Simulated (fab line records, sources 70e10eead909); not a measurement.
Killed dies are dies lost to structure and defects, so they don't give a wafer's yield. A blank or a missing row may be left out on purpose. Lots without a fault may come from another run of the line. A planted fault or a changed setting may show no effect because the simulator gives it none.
Problem report in the 8D (eight disciplines) form, filled by code | flow nand_harc | the parts of the form that need people (team, actions taken, sign-off) are left out

1. THE PROBLEM
exposure_dose_mJ_cm2 at NHARC_P_CONTACT_EXPOSE_09 reads a mean of 82.42 on 12 wafers of 4 lots; wafers without a fault read 81.21 with a standard deviation of 0.081. That is +15 standard deviations from the usual mean.
The step: exposes mask P CA, target cd 90 nm.
First seen on wafer L754.1, day 9 06:14, on arfi_scanner-02. The record holds 42 wafers of 14 lots with a number at this step. Rule for "out", or "out of limits": more than 4 standard deviations from the usual mean. The other wafers with a number count as sound.

2. WHAT IT IS AND WHAT IT IS NOT
question                    | is                     | is not
which readings at this step | exposure_dose_mJ_cm2   | reticle_temp_C
which lots                  | L754, L755, L757, L758 | L740, L741, L742, L743, L744, L745, L746, L749, L753, L762
which wafers of those lots  | all that have a number | -
read on which tools         | arfi_scanner-02        | arfi_scanner-01, arfi_scanner-03
when                        | from day 9 06:14       | up to then (27 sound wafers); but 3 sound wafers of L762 came after

3. SUSPECTS, AND WHAT RULES EACH OUT
Counting: a tool at a process step up to the reading stays a suspect if it ran every lot that is out and no sound lot after the first of them.
- arfi_scanner-02 at NHARC_P_CONTACT_EXPOSE_09 (exposes mask P CA, target cd 90 nm): kept. It ran every lot that is out, first L754 (day 9 06:14), and no sound lot after that; its last sound lot up to then is L753 (day 9 01:34). Its own readings are out on those wafers: exposure_dose_mJ_cm2.
Left after counting: arfi_scanner-02 at NHARC_P_CONTACT_EXPOSE_09.

4. THE CAUSE (what the simulator had put in)
Process parameter drift: arfi_scanner-02, from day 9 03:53 on, at NHARC_P_CONTACT_EXPOSE_09. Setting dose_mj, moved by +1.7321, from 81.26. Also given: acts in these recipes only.
Counting left only this tool.

5. THE CHAIN OF EFFECTS, in route order
Each row: a reading whose mean over the struck wafers that have a number lies more than 3 standard deviations from the usual. Only readings for which the record gives a usual standard deviation are gone through. hours: the time from each lot's start at the first step in this table that gives one to its start at this step, as a median over the lots. sigmas: the change in usual standard deviations.
hours | step                      | reading              | usual | on struck wafers | change | sigmas
0     | NHARC_P_CONTACT_EXPOSE_09 | exposure_dose_mJ_cm2 | 81.21 | 82.42            | +1.21  | +15
The process steps in it:
- NHARC_P_CONTACT_EXPOSE_09: exposes mask P CA, target cd 90 nm.
Later measuring or inspecting steps at which every struck wafer that the step has a row for has a number for every such reading, and none has moved that far: NHARC_P_CONTACT_INSPECT_14, NHARC_END_SORT_01.

6. WHAT WOULD HAVE CAUGHT IT SOONER
In this record the first reading out of limits was taken at day 9 06:14, 2 hours after the fault began at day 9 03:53.
